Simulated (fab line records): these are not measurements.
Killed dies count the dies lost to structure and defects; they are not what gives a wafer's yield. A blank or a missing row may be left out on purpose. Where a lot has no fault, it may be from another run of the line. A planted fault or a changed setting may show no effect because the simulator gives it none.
Matching of chambers | flow n5Finfet | N5_FIN_SAQP_SPACER2_ETCHBACK_29 on rieDiel-04 has 4 sister chambers
The step etches SiO2 in CHF3/O2, target depth 12.2 nm, time 6.1 s. 4 wafers are shown with their chamber, then 10 later ones without.

## WAFERS, EACH WITH ITS CHAMBER
wafer  | chamber | rfVppV (V)
L085.4 | 0       | 532
L086.2 | 3       | 552
L088.1 | 2       | 530
L088.3 | 1       | 523

## WAFERS WITHOUT THEIR CHAMBER
wafer  | rfVppV (V)
L088.6 | 530
L089.2 | 529
L089.3 | 522
L089.5 | 530
L090.4 | 531
L090.5 | 529
L090.6 | 552
L092.3 | 529
L092.4 | 530
L092.5 | 530

## THE CHAMBER EACH PASSED THROUGH
wafer  | from the rows above     | in truth
L088.6 | 2                       | 2
L089.2 | 2                       | 2
L089.3 | 1                       | 1
L089.5 | 2                       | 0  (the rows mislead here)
L090.4 | can't be placed: 0 or 2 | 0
L090.5 | 2                       | 2
L090.6 | 3                       | 3
L092.3 | 2                       | 2
L092.4 | 2                       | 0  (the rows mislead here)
L092.5 | 2                       | 2
Correct placement for 7 of the 10. These rows do not allow placing 1 (true chamber among the candidates in 1). Wrongly placed: 2.
How it was worked out, from the rows above alone: a wafer's distance from a chamber is the root of the sum, over the readings, of the square of ((its reading less the chamber's mean) divided by the reading's scatter). If the next closest chamber is less than 2 further off than the closest, the wafer can't be placed; otherwise it belongs to the closest. A chamber's mean is the mean of its shown wafers. The scatter: root of mean squared gap, hidden wafer to nearest shown wafer, with one shown wafer a chamber.
